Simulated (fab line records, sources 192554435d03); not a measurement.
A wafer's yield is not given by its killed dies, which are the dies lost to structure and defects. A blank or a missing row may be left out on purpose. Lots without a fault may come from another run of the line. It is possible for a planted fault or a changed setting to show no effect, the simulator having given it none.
A struck lot beside a sound one :: flow n5 finfet :: 14 out of 1938 route steps
Sound: these wafers, L659.2, L659.4, L659.5. Struck: wafer L667.4 (L667.3, L667.6, from the same lot, were not struck and are left out); the cause is given at the end.
Each step with rows lists, per side, the tool, then ch with its chambers, then its first start. Under that, the readings that differ: sound wafers :: struck wafers :: difference of the means :: sigmas: that difference in standard deviations of wafers without a fault.
alike: a reading whose means differ by less than 2 such deviations, as well as words and numbers matching on both sides. not compared: withheld readings; readings where some wafer has no value; bounds like >300 that might hide an equal value; numbers whose values overlap and for which the record gives no deviation.
The two part at a step that has a row with sigmas, a row that says differs or no value, or rows on one side only. Numbers that don't overlap but have no deviation are shown without sigmas and don't part them. Lack of a reading on every wafer of one side parts them only where that side has two or more wafers.

first, 5 steps without rows for these wafers: N5_BEOL_M10_EBR_24; N5_BEOL_M10_SOFTBAKE_23 (time 60 s); N5_BEOL_M10_EXPOSE_25 (exposes mask V9); N5_BEOL_M10_PEB_26 (peb time 60 s); N5_BEOL_M10_DEVELOP_27 (develop time 30 s).
N5_BEOL_M10_CD_MEAS_28: target cd 70 nm.
  sound on cd sem-01 ch 0, day 13 11:32; struck on cd sem-01 ch 0, day 14 19:23
  alike: cd nm
N5_BEOL_M10_OVL_MEAS_29:
  sound on overlay-02 ch 0, day 13 11:34; struck on overlay-01 ch 0, day 14 19:25
  alike: V9_OVL
N5_BEOL_M10_INSPECT_30: inspects for defects (brightfield).
  struck on defect inspect-01, day 14 19:26; sound on defect inspect-02, day 13 11:36
  alike: raw defect count
N5_BEOL_M10_DESCUM_33: chemistry O2, time 7.9 s.
  sound on rie diel-04 ch 1,2,3, day 13 11:38; struck on rie diel-05 ch 1, day 14 19:56
reading: showerhead plenum p Torr (Torr)
sound: 2.01 2.06 2.23
struck: 1.90
difference: -0.20
sigmas: -2
  alike: drypump motor current A, oes product au, rf vpp V, throttle valve pct
  not compared: rf hours counter h
N5_BEOL_M10_ETCH_65: etches SiARC in CF4, target depth 39 nm, time 65 s.
  sound on rie diel-04 ch 1,2,3, day 13 11:40; struck on rie diel-05 ch 1, day 14 19:58
reading: rf vpp V (V)
sound: 184.4 184.0 186.0
struck: 181.3
difference: -3.5
sigmas: -3
  alike: drypump motor current A, etch rf on time s, oes product au, showerhead plenum p Torr, throttle valve pct
  not compared: rf hours counter h
N5_BEOL_M10_ETCH_66: etches SOC in N2/H2, target depth 120 nm, overetch 24 nm, time 180 s.
  sound on rie diel-04 ch 1,2,3, day 13 11:43; struck on rie diel-05 ch 1, day 14 20:01
reading: rf vpp V (V)
sound: 522 524 529
struck: 518
difference: -7
sigmas: -2
  alike: drypump motor current A, h2 flow sccm, oes product au, run length s, showerhead plenum p Torr, throttle valve pct
  not compared: rf hours counter h
then, 1 step without rows for these wafers: N5_BEOL_M10_STRIP_69 (strips in N2/H2).
N5_BEOL_M10_VIA_ETCH_34: etches SiCOH lowk in C4F6/O2, target depth 184.5 nm, time 69.2 s.
  sound on rie diel-04 ch 1,2,3, day 13 11:50; struck on rie diel-05 ch 1, day 14 20:09
reading: run length s (s)
sound: 92.5 92.4 92.4
struck: 98.2
difference: +5.8
sigmas: +14

reading: model.etch.depth nm (nm)
sound: 183.1 183.2 187.3
struck: 200.7
difference: +16.2
sigmas: 

reading: model.SOC_of_BEOL_M10_COAT_63.thk nm (nm)
sound: 92.6 92.8 92.2
struck: 91.6
difference: -0.9
sigmas: 
  alike: O2_flow_sccm, drypump motor current A, oes product au, rf vpp V, showerhead plenum p Torr, throttle valve pct
  not compared: rf hours counter h
then, 1 step without rows for these wafers: N5_BEOL_M10_STRIP_73 (strips in C4F6/O2).

## WHERE THEY PART
At N5_BEOL_M10_DESCUM_33 first; at N5_BEOL_M10_VIA_ETCH_34 last (within this record only).

WHY: whatever the simulator had introduced
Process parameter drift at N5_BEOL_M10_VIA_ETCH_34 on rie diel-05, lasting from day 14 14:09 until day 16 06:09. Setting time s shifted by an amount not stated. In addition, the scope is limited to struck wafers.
